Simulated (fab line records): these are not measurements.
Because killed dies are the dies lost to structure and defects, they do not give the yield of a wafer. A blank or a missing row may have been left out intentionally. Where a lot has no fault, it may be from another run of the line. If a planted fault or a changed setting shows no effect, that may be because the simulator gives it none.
Which tool did it?    flow n5-finfet    11 lots, 33 wafers sampled, at 1 step of a route of 1938

WHAT THE GAUGES SHOWED, per wafer
N5_BEOL_M9_CD_MEAS_11 targets a cd of 64.1 nm. Usual: cd-nm 64.2 nm, standard deviation 0.7.
lot   measured      on         cd-nm (nm)      flag
L728  day 11 11:23  cd-sem-03  64.7 65.2 64.0  
L730  day 11 16:35  cd-sem-01  64.2 64.0 64.5  
L729  day 11 16:46  cd-sem-02  63.9 62.7 63.5  
L732  day 12 20:46  cd-sem-03  64.5 65.6 64.0  
L733  day 13 06:05  cd-sem-01  64.0 64.8 64.7  
L743  day 14 17:05  cd-sem-03  64.7 64.6 65.7  
L742  day 14 22:41  cd-sem-03  62.7 63.6 63.9  
L744  day 15 04:53  cd-sem-01  63.5 64.0 64.3  
L746  day 15 18:34  cd-sem-03  63.8 63.1 63.3  
L747  day 16 11:47  cd-sem-03  63.1 63.9 62.9  
L748  day 16 17:38  cd-sem-03  65.6 65.0 65.0  

TOOL THAT RAN EACH LOT (tool first, then ch and the chambers of the sampled wafers, then the start)
Before these readings, the record contains no process step.

AS READ BY THE TOOLS THEMSELVES (means over the sampled wafers that have a number; for cases with no such wafer, the mark the record gives instead)
The record holds no such reading with a usual standard deviation.

THE ANSWER, worked out from the rows above alone
Rule: take the mean of a lot's wafers that have a number; if it is more than 3 standard deviations from the usual mean, the lot is off. A lot without any number at a reading at which 4 lots or more have one is off too. All remaining lots with rows at the step are treated as sound. First the gauges in route order, then the tools' own readings, where a lot's mean is used as printed above. At the first step where some lot is off, the reading lying furthest off is the one used; lots without a number count as furthest.
Nothing can be told from this: no lot is off at any reading shown.

WHAT THE SIMULATOR PUT IN
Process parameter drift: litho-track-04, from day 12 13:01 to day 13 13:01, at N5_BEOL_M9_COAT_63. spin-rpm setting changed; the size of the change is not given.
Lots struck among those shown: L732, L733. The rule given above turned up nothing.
